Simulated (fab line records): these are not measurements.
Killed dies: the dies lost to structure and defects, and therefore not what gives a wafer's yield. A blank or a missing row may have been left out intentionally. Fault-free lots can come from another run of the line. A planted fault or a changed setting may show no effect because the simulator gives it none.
A lot that was struck, set against a sound lot :: flow n5-finfet :: 15 out of 1938 route steps
Sound: the wafers L994.2, L994.5, L994.6. Struck: wafer L987.2 (left out: L987.6, a lot-mate that was not struck); the cause follows at the end.
Per side, at each step with rows, come the tool, then ch with its chambers, and then its first start. Under that, the readings that differ: sound wafers :: struck wafers :: difference of the means :: sigmas: that difference in standard deviations of wafers without a fault.
alike: same words and numbers on both sides, and readings whose means sit less than 2 such deviations apart. not compared: any withheld reading, any reading some wafer has no value for, any bound like >300 that may hide the same value, and any number with overlapping values for which the record gives no deviation.
The two part at a step that has a row with sigmas, a row that says differs or no value, or rows on one side only. When numbers do not overlap yet have no deviation, they are printed without sigmas and do not part them. A reading that every wafer of one side lacks parts them only if that side has two wafers or more.

first, 7 steps without rows for these wafers: N5_PASSIVATION_COAT_24; N5_PASSIVATION_EBR_26; N5_PASSIVATION_SOFTBAKE_25 (time 90 s); N5_PASSIVATION_EXPOSE_27 (exposes mask PAD, defocus 0 nm); N5_PASSIVATION_PEB_28; N5_PASSIVATION_DEVELOP_29 (develop time 60 s); N5_PASSIVATION_HARDBAKE_31 (time 120 s).
N5_PASSIVATION_CD_MEAS_30: target cd 4000 nm.
  sound on cd-sem-01 ch 0, day 15 10:32; struck on cd-sem-01 ch 0, day 13 21:48
reading: cd-nm (nm)
sound: 4001.4 4001.3 4002.7
struck: 3997.1
difference: -4.7
sigmas: -3
N5_PASSIVATION_OVL_MEAS_63:
  sound on overlay-01 ch 0, day 15 10:34; struck on overlay-02 ch 0, day 13 21:50
  alike: PAD_OVL
N5_PASSIVATION_INSPECT_64: inspects for defects (macro).
  struck on defect-inspect-01, day 13 21:51; sound on defect-inspect-01, day 15 10:35
  alike: raw-defect-count
N5_PASSIVATION_DESCUM_32: chemistry O2, time 7.9 s.
  sound on rie-diel-01 ch 1,2, day 15 10:38; struck on rie-diel-01 ch 2, day 13 21:53
  alike: drypump-motor-current-A, oes-product-au, rf-vpp-V, showerhead-plenum-p-Torr, throttle-valve-pct
  not compared: rf-hours-counter-h
N5_PASSIVATION_AL_ETCH_33: etches Al in Cl2/BCl3, stops on TaN, target depth 2800 nm, time 466.7 s.
  sound on rie-metal-02 ch 0,1, day 15 10:43; struck on rie-metal-03 ch 1, day 13 21:58
  alike: drypump-motor-current-A, he-backside-leak-sccm, oes-product-au, throttle-valve-pct
  not compared: rf-hours-counter-h
N5_PASSIVATION_ETCH_59: etches TaN in Cl2/BCl3, target depth 65 nm, time 34.9 s.
  sound on rie-metal-02 ch 0,1, day 15 11:07; struck on rie-metal-03 ch 1, day 13 22:23
reading: drypump-motor-current-A (A)
sound: 6.5 5.7 6.5
struck: 5.4
difference: -0.8
sigmas: -2

reading: model.etch.depth-nm (nm)
sound: 63.91 63.45 63.73
struck: 75.39
difference: +11.69
sigmas: 
  alike: he-backside-leak-sccm, oes-product-au, throttle-valve-pct
  not compared: rf-hours-counter-h
N5_PASSIVATION_STRIP_34: strips in O2.
  sound on rie-diel-03 ch 1,2, day 15 11:23; struck on rie-diel-03 ch 1, day 13 22:29
reading: rf-vpp-V (V)
sound: 4.2 4.1 3.7
struck: 0.5
difference: -3.5
sigmas: -2
  alike: drypump-motor-current-A, oes-product-au, showerhead-plenum-p-Torr, throttle-valve-pct
  not compared: rf-hours-counter-h
N5_PASSIVATION_PROBE_49:
  rows exist in the record for the sound wafers here (prober-02, day 15 15:37), none for the struck ones

WHERE THEY PART
At N5_PASSIVATION_CD_MEAS_30 first; at N5_PASSIVATION_PROBE_49 last (within this record only).

WHY: whatever the simulator had introduced
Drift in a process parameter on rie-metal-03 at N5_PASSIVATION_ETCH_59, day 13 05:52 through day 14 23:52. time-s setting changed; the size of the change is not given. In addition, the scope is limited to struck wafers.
